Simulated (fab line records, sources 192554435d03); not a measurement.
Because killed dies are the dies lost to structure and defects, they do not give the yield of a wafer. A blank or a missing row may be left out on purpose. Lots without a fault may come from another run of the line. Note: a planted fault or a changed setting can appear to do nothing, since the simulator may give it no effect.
Matching of chambers || flow n5Finfet || cvdCo-01 running N5_BEOL_M5_PRE_CLEAN_77: 3 sister chambers
The step time 15 s. 3 wafers are shown with their chamber, then 10 later ones without.

## WAFERS WITH THEIR CHAMBER
{"wafer": "L082.1", "chamber": 1, "heaterPowerW (W)": 110}
{"wafer": "L087.3", "chamber": 0, "heaterPowerW (W)": 67}
{"wafer": "L087.4", "chamber": 2, "heaterPowerW (W)": 88}

## WAFERS WHOSE CHAMBER IS MISSING
{"wafer": "L087.5", "heaterPowerW (W)": 67}
{"wafer": "L089.1", "heaterPowerW (W)": 66}
{"wafer": "L089.5", "heaterPowerW (W)": 107}
{"wafer": "L089.6", "heaterPowerW (W)": 90}
{"wafer": "L093.2", "heaterPowerW (W)": 67}
{"wafer": "L093.4", "heaterPowerW (W)": 68}
{"wafer": "L093.5", "heaterPowerW (W)": 92}
{"wafer": "L097.1", "heaterPowerW (W)": 92}
{"wafer": "L097.3", "heaterPowerW (W)": 107}
{"wafer": "L097.5", "heaterPowerW (W)": 68}

## WHICH CHAMBER EACH WENT THROUGH
{"wafer": "L087.5", "from the rows above": 0, "in truth": 0}
{"wafer": "L089.1", "from the rows above": 0, "in truth": 0}
{"wafer": "L089.5", "from the rows above": 1, "in truth": 1}
{"wafer": "L089.6", "from the rows above": 2, "in truth": 2}
{"wafer": "L093.2", "from the rows above": 0, "in truth": 0}
{"wafer": "L093.4", "from the rows above": 0, "in truth": 0}
{"wafer": "L093.5", "from the rows above": 2, "in truth": 2}
{"wafer": "L097.1", "from the rows above": 2, "in truth": 2}
{"wafer": "L097.3", "from the rows above": 1, "in truth": 1}
{"wafer": "L097.5", "from the rows above": 0, "in truth": 0}
10 of 10 placed correctly. Left unplaced by these rows: 0. Number placed wrongly: 0.
How it was worked out, from the rows above alone: a wafer's distance from a chamber is the root of the sum, over the readings, of the square of ((its reading less the chamber's mean) divided by the reading's scatter). The wafer belongs to the nearest chamber; if the next one is less than 2 further off, it can't be placed. A chamber's mean is the mean of its shown wafers. The scatter: root of mean squared gap, hidden wafer to nearest shown wafer, with one shown wafer a chamber.
